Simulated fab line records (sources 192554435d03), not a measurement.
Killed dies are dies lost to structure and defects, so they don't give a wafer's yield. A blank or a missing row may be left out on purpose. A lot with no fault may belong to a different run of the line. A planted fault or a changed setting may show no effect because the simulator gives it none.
The tool behind it: which one? / flow n5_finfet / 27 wafers from 9 lots sampled at 3 of the route's 1938 steps

WHAT EACH GAUGE READ, for each wafer
N5_BEOL_M4_RC_MEAS_101. Usual: DIBL_N 36.1 mV/V, standard deviation 1.3; DIBL_P 36.3 mV/V, standard deviation 1.4; IOFF_N 0.162 nA/um, standard deviation 0.024; IOFF_P 0.22 nA/um, standard deviation 0.033; ION_N 674 uA/um, standard deviation 9.9; ION_P 464 uA/um, standard deviation 7.6; SS_N 71.6 mV/dec, standard deviation 0.53; SS_P 73.4 mV/dec, standard deviation 0.55; VT_N 249.4 mV, standard deviation 2.9; VT_P -249 mV, standard deviation 3.3.
lot=L177; measured=day 9 10:20; on=prober-02; DIBL_N (mV/V)=37.9 36.6 36.2; DIBL_P (mV/V)=37.4 35.6 35.0; IOFF_N (nA/um)=0.166 0.160 0.143; IOFF_P (nA/um)=0.25 0.24 0.22; ION_N (uA/um)=660 668 670; ION_P (uA/um)=459 468 468; SS_N (mV/dec)=72.1 71.6 71.4; SS_P (mV/dec)=73.6 73.8 73.0; VT_N (mV)=248.5 248.5 249.0; VT_P (mV)=-246 -245 -244; flag=
lot=L179; measured=day 10 02:08; on=prober-01; DIBL_N (mV/V)=34.5 35.7 36.3; DIBL_P (mV/V)=33.5 34.1 35.7; IOFF_N (nA/um)=0.134 0.153 0.169; IOFF_P (nA/um)=0.20 0.20 0.23; ION_N (uA/um)=664 668 689; ION_P (uA/um)=462 464 473; SS_N (mV/dec)=71.1 71.3 72.2; SS_P (mV/dec)=73.3 72.7 73.8; VT_N (mV)=250.1 248.3 248.7; VT_P (mV)=-252 -248 -247; flag=
lot=L181; measured=day 10 03:59; on=prober-02; DIBL_N (mV/V)=34.6 34.7 33.7; DIBL_P (mV/V)=35.5 35.4 34.0; IOFF_N (nA/um)=0.152 0.153 0.144; IOFF_P (nA/um)=0.19 0.19 0.17; ION_N (uA/um)=675 681 670; ION_P (uA/um)=457 459 453; SS_N (mV/dec)=71.7 71.3 70.4; SS_P (mV/dec)=73.3 72.9 72.7; VT_N (mV)=250.7 248.7 249.0; VT_P (mV)=-251 -253 -251; flag=
lot=L182; measured=day 10 09:19; on=prober-02; DIBL_N (mV/V)=36.2 36.2 37.2; DIBL_P (mV/V)=36.2 36.2 36.9; IOFF_N (nA/um)=0.166 0.165 0.177; IOFF_P (nA/um)=0.23 0.22 0.23; ION_N (uA/um)=671 677 674; ION_P (uA/um)=459 466 461; SS_N (mV/dec)=72.4 71.5 72.1; SS_P (mV/dec)=73.4 72.8 73.6; VT_N (mV)=247.3 249.8 249.9; VT_P (mV)=-250 -250 -247; flag=
lot=L185; measured=day 11 02:43; on=prober-02; DIBL_N (mV/V)=36.8 36.3 35.5; DIBL_P (mV/V)=37.4 36.5 35.1; IOFF_N (nA/um)=0.171 0.162 0.145; IOFF_P (nA/um)=0.27 0.25 0.22; ION_N (uA/um)=670 668 664; ION_P (uA/um)=469 468 464; SS_N (mV/dec)=71.9 72.0 72.1; SS_P (mV/dec)=73.5 72.5 72.8; VT_N (mV)=248.2 250.1 250.7; VT_P (mV)=-243 -246 -249; flag=
lot=L190; measured=day 12 14:11; on=prober-01; DIBL_N (mV/V)=36.3 35.4 35.9; DIBL_P (mV/V)=37.8 36.1 36.8; IOFF_N (nA/um)=0.179 0.161 0.170; IOFF_P (nA/um)=0.21 0.19 0.20; ION_N (uA/um)=675 675 675; ION_P (uA/um)=465 458 458; SS_N (mV/dec)=72.1 71.5 71.7; SS_P (mV/dec)=73.6 73.7 73.9; VT_N (mV)=247.6 248.0 250.0; VT_P (mV)=-250 -252 -250; flag=
lot=L189; measured=day 12 17:29; on=prober-02; DIBL_N (mV/V)=33.9 37.8 36.2; DIBL_P (mV/V)=33.6 37.9 35.7; IOFF_N (nA/um)=0.112 0.183 0.145; IOFF_P (nA/um)=0.17 0.23 0.19; ION_N (uA/um)=653 672 665; ION_P (uA/um)=455 463 454; SS_N (mV/dec)=70.4 71.9 71.2; SS_P (mV/dec)=72.4 73.9 72.7; VT_N (mV)=253.9 248.7 253.0; VT_P (mV)=-253 -250 -252; flag=
lot=L193; measured=day 13 06:13; on=prober-01; DIBL_N (mV/V)=33.7 32.9 33.2; DIBL_P (mV/V)=36.0 35.3 35.2; IOFF_N (nA/um)=0.133 0.117 0.121; IOFF_P (nA/um)=0.19 0.17 0.18; ION_N (uA/um)=681 660 669; ION_P (uA/um)=464 455 458; SS_N (mV/dec)=70.8 70.8 71.6; SS_P (mV/dec)=73.6 73.8 72.5; VT_N (mV)=254.7 253.4 255.0; VT_P (mV)=-249 -253 -252; flag=
lot=L192; measured=day 13 13:46; on=prober-02; DIBL_N (mV/V)=35.8 33.6 36.4; DIBL_P (mV/V)=34.9 32.3 36.6; IOFF_N (nA/um)=0.142 0.111 0.154; IOFF_P (nA/um)=0.22 0.18 0.24; ION_N (uA/um)=675 654 683; ION_P (uA/um)=465 461 470; SS_N (mV/dec)=71.0 71.4 71.3; SS_P (mV/dec)=72.7 72.7 73.4; VT_N (mV)=249.5 252.1 250.5; VT_P (mV)=-246 -250 -246; flag=

N5_BEOL_M14_CD_MEAS_28: the cd target is 284.4 nm. Usual: cd_nm 285.0 nm, standard deviation 1.6.
lot=L177; measured=day 12 07:41; on=cd_sem-01; cd_nm (nm)=287.4 287.2 287.8; flag=
lot=L179; measured=day 13 06:01; on=cd_sem-02; cd_nm (nm)=281.0 281.8 280.7; flag=
lot=L181; measured=day 13 00:50; on=cd_sem-02; cd_nm (nm)=283.6 285.2 284.3; flag=
lot=L182; measured=day 13 07:38; on=cd_sem-02; cd_nm (nm)=287.1 284.7 285.9; flag=
lot=L185; measured=day 14 05:05; on=cd_sem-03; cd_nm (nm)=285.0 286.1 283.0; flag=
lot=L190; measured=day 16 04:25; on=cd_sem-01; cd_nm (nm)=288.2 287.4 286.4; flag=
lot=L189; measured=day 16 08:37; on=cd_sem-01; cd_nm (nm)=284.4 282.4 285.4; flag=
lot=L193; measured=day 16 21:53; on=cd_sem-01; cd_nm (nm)=285.3 286.2 286.4; flag=
lot=L192; measured=day 17 01:59; on=cd_sem-02; cd_nm (nm)=287.6 285.3 285.1; flag=

TOOL THAT RAN EACH LOT (tool first, then ch and the chambers of the sampled wafers, then the start)
lot=L177; N5_BEOL_M14_VIA_ETCH_16=rie_diel-02 ch 0,2,3, day 12 07:00
lot=L179; N5_BEOL_M14_VIA_ETCH_16=rie_diel-05 ch 1,2,3, day 13 05:13
lot=L181; N5_BEOL_M14_VIA_ETCH_16=rie_diel-06 ch 2,3, day 13 00:08
lot=L182; N5_BEOL_M14_VIA_ETCH_16=rie_diel-06 ch 0,3, day 13 06:58
lot=L185; N5_BEOL_M14_VIA_ETCH_16=rie_diel-02 ch 0,3, day 14 04:17
lot=L190; N5_BEOL_M14_VIA_ETCH_16=rie_diel-06 ch 0,1,3, day 16 03:45
lot=L189; N5_BEOL_M14_VIA_ETCH_16=rie_diel-02 ch 0,2,3, day 16 07:48
lot=L193; N5_BEOL_M14_VIA_ETCH_16=rie_diel-06 ch 0,1, day 16 21:13
lot=L192; N5_BEOL_M14_VIA_ETCH_16=rie_diel-05 ch 0,1,3, day 17 01:19
- N5_BEOL_M14_VIA_ETCH_16: etches SiO2 in C4F8/O2/Ar, target depth 1231.3 nm.

WHAT THE TOOLS THEMSELVES READ (means of the sampled wafers that have a number; where no wafer has one, the mark that the record gives instead)
N5_BEOL_M14_VIA_ETCH_16. Usual: C4F8_flow_sccm 16.00 sccm, standard deviation 0.055; O2_flow_sccm 12.00 sccm, standard deviation 0.033; drypump_motor_current_A 5.8 A, standard deviation 0.39; oes_f_703_au 0.83 a.u., standard deviation 0.063; oes_product_au 0.75 a.u., standard deviation 0.063; rf_fwd_power_W 1900 W, standard deviation 6.7; rf_vpp_V 2225 V, standard deviation 19; showerhead_plenum_p_Torr 3.46 Torr, standard deviation 0.12; throttle_valve_pct 30.88 %, standard deviation 0.2.
lot=L177; tool=rie_diel-02; C4F8_flow_sccm (sccm)=16.01; O2_flow_sccm (sccm)=11.97; drypump_motor_current_A (A)=6.2; oes_f_703_au (a.u.)=0.78; oes_product_au (a.u.)=0.70; rf_fwd_power_W (W)=1905; rf_vpp_V (V)=2213; showerhead_plenum_p_Torr (Torr)=3.42; throttle_valve_pct (%)=30.90; flag=
lot=L179; tool=rie_diel-05; C4F8_flow_sccm (sccm)=15.99; O2_flow_sccm (sccm)=11.99; drypump_motor_current_A (A)=5.7; oes_f_703_au (a.u.)=0.88; oes_product_au (a.u.)=0.80; rf_fwd_power_W (W)=1895; rf_vpp_V (V)=2210; showerhead_plenum_p_Torr (Torr)=3.41; throttle_valve_pct (%)=30.84; flag=
lot=L181; tool=rie_diel-06; C4F8_flow_sccm (sccm)=16.10; O2_flow_sccm (sccm)=12.03; drypump_motor_current_A (A)=5.8; oes_f_703_au (a.u.)=0.87; oes_product_au (a.u.)=0.79; rf_fwd_power_W (W)=1902; rf_vpp_V (V)=2235; showerhead_plenum_p_Torr (Torr)=3.45; throttle_valve_pct (%)=30.78; flag=
lot=L182; tool=rie_diel-06; C4F8_flow_sccm (sccm)=16.02; O2_flow_sccm (sccm)=12.01; drypump_motor_current_A (A)=5.7; oes_f_703_au (a.u.)=0.88; oes_product_au (a.u.)=0.79; rf_fwd_power_W (W)=1900; rf_vpp_V (V)=2237; showerhead_plenum_p_Torr (Torr)=3.53; throttle_valve_pct (%)=30.89; flag=
lot=L185; tool=rie_diel-02; C4F8_flow_sccm (sccm)=15.99; O2_flow_sccm (sccm)=12.00; drypump_motor_current_A (A)=6.4; oes_f_703_au (a.u.)=0.77; oes_product_au (a.u.)=0.70; rf_fwd_power_W (W)=1900; rf_vpp_V (V)=2224; showerhead_plenum_p_Torr (Torr)=3.50; throttle_valve_pct (%)=30.79; flag=
lot=L190; tool=rie_diel-06; C4F8_flow_sccm (sccm)=15.98; O2_flow_sccm (sccm)=12.01; drypump_motor_current_A (A)=5.5; oes_f_703_au (a.u.)=0.89; oes_product_au (a.u.)=0.81; rf_fwd_power_W (W)=1897; rf_vpp_V (V)=2231; showerhead_plenum_p_Torr (Torr)=3.49; throttle_valve_pct (%)=30.94; flag=
lot=L189; tool=rie_diel-02; C4F8_flow_sccm (sccm)=15.98; O2_flow_sccm (sccm)=12.00; drypump_motor_current_A (A)=6.1; oes_f_703_au (a.u.)=0.75; oes_product_au (a.u.)=0.67; rf_fwd_power_W (W)=1906; rf_vpp_V (V)=2212; showerhead_plenum_p_Torr (Torr)=3.40; throttle_valve_pct (%)=30.92; flag=
lot=L193; tool=rie_diel-06; C4F8_flow_sccm (sccm)=16.03; O2_flow_sccm (sccm)=12.00; drypump_motor_current_A (A)=5.4; oes_f_703_au (a.u.)=0.92; oes_product_au (a.u.)=0.82; rf_fwd_power_W (W)=1895; rf_vpp_V (V)=2224; showerhead_plenum_p_Torr (Torr)=3.54; throttle_valve_pct (%)=30.95; flag=
lot=L192; tool=rie_diel-05; C4F8_flow_sccm (sccm)=15.98; O2_flow_sccm (sccm)=11.98; drypump_motor_current_A (A)=5.6; oes_f_703_au (a.u.)=0.81; oes_product_au (a.u.)=0.73; rf_fwd_power_W (W)=1902; rf_vpp_V (V)=2220; showerhead_plenum_p_Torr (Torr)=3.43; throttle_valve_pct (%)=31.01; flag=

THE ANSWER, worked out from the rows above alone
Rule: a lot counts as off when the mean over its wafers that have a number is more than 3 standard deviations away from the usual mean. A lot without any number at a reading at which 4 lots or more have one is off too. Where the step has rows for the other lots, those lots are counted as sound. The gauges are gone through in route order, then the tools' own readings, and for those a lot's mean is taken as printed above. The first step at which some lot is off is used, and at that step the reading that is off furthest; a lot without a number counts as furthest.
No lot is off on any of the readings shown, so nothing can be concluded from this.

WHAT THE SIMULATOR PUT IN
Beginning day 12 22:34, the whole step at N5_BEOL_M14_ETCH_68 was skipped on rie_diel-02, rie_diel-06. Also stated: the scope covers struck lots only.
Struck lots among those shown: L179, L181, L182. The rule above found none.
